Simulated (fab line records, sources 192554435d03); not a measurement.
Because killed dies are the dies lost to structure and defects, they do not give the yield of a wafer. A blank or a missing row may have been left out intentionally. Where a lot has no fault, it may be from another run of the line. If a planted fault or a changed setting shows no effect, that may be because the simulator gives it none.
One fault through the eyes of 2 desks + flow n5_finfet + numbers are kept per desk, each desk with only its own; the story behind them comes last

== FOR THE TOOL OWNER'S DESK: pecvd-02 ==
The tool's own readings at N5_BEOL_M7_DEP_56 (deposits SiCN from 3MS/NH3, target thk 10 nm, time 17.5 s): means of the sampled wafers that have a number, for each lot that ran on this tool. If a lot's mean is further than 4 standard deviations from the usual mean, the lot is out of limits and carries the mark OUT (the distance appears in the brackets).
Columns: A = showerhead_plenum_p_Torr at N5_BEOL_M7_DEP_56, usual 3.668 Torr; B = throttle_valve_pct at N5_BEOL_M7_DEP_56, usual 9.2 %
| lot  | first seen here | A     | B    |
|------|-----------------|-------|------|
| L195 | day 9 12:58     | 3.667 | 10.0 |
| L198 | day 10 10:59    | 3.675 | 9.8  |
| L201 | day 11 12:32    | 3.670 | 9.6  |
Finding of this desk: none of the 3 lots has anything out of limits.

== FROM THE METROLOGY DESK ==
Means of the sampled wafers that have a number, per lot and without regard to the tool the lot ran on: this is what the gauges read. If a lot's mean is further than 4 standard deviations from the usual mean, the lot is out of limits and carries the mark OUT (the distance appears in the brackets).
Columns: A = M7_THK at N5_BEOL_M7_THK_MEAS_53, usual 82.0 nm; B = M7_RS at N5_BEOL_M7_RS_MEAS_57, usual 0.285 ohm/sq
| lot  | first seen here | A    | B     |
|------|-----------------|------|-------|
| L195 | day 9 12:53     | 80.8 | 0.290 |
| L194 | day 9 15:56     | 82.5 | 0.282 |
| L198 | day 10 10:55    | 82.7 | 0.286 |
| L201 | day 11 12:29    | 82.4 | 0.289 |
| L213 | day 14 22:27    | 80.9 | 0.291 |
| L215 | day 15 04:22    | 83.2 | 0.280 |
Finding of this desk: none of the 6 lots has anything out of limits.

== BROUGHT TOGETHER ==
The desk of the tool owner found nothing out of limits.
The metrology desk saw nothing out of limits.

== WHAT THE SIMULATOR HAD INSERTED ==
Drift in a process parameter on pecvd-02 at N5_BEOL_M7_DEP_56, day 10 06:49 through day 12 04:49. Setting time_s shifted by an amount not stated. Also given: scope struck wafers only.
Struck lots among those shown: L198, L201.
